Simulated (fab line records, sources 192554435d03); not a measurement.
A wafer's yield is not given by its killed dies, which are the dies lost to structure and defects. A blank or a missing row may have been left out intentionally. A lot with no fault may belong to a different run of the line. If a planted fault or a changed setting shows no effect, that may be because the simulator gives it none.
Chamber matching ; flow n5-finfet ; N5_BEOL_M9_STRIP_19 on rie-diel-06 has 4 sister chambers
The step strips in O2. 7 wafers are shown with their chamber, then 7 later ones without.

== WAFERS WITH THEIR CHAMBER ==
wafer;chamber;showerhead-plenum-p-Torr (Torr);oes-product-au (a.u.)
L079.3;3;2.00;0.73
L081.1;1;2.17;0.67
L081.6;0;2.19;0.68
L092.1;1;2.17;0.67
L092.5;2;2.01;0.76
L091.1;0;2.18;0.67
L091.3;2;2.01;0.75

== WAFERS WITH NO CHAMBER GIVEN ==
wafer;showerhead-plenum-p-Torr (Torr);oes-product-au (a.u.)
L091.6;2.17;0.67
L094.2;2.18;0.67
L094.3;2.01;0.76
L094.4;2.18;0.67
L095.4;2.01;0.75
L095.5;2.01;0.75
L095.6;2.18;0.67

== THE CHAMBER EACH PASSED THROUGH ==
wafer;from the rows above;in truth
L091.6;1;1
L094.2;can't be placed: 0 or 1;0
L094.3;2;2
L094.4;can't be placed: 0 or 1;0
L095.4;2;2
L095.5;2;2
L095.6;can't be placed: 0 or 1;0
Correctly placed: 4 of 7. Can't be placed from these rows: 3 (the true chamber is among the candidates in 3). Wrongly placed: 0.
How it was worked out, from the rows above alone: a wafer's distance from a chamber is the root of the sum, over the readings, of the square of ((its reading less the chamber's mean) divided by the reading's scatter). The wafer belongs to the nearest chamber; if the next one is less than 2 further off, it can't be placed. Each chamber's mean is taken over the wafers shown for it. The scatter: take each reading less its chamber's mean, square it, sum over the shown wafers, divide by the number of wafers less the number of chambers, and take the root.
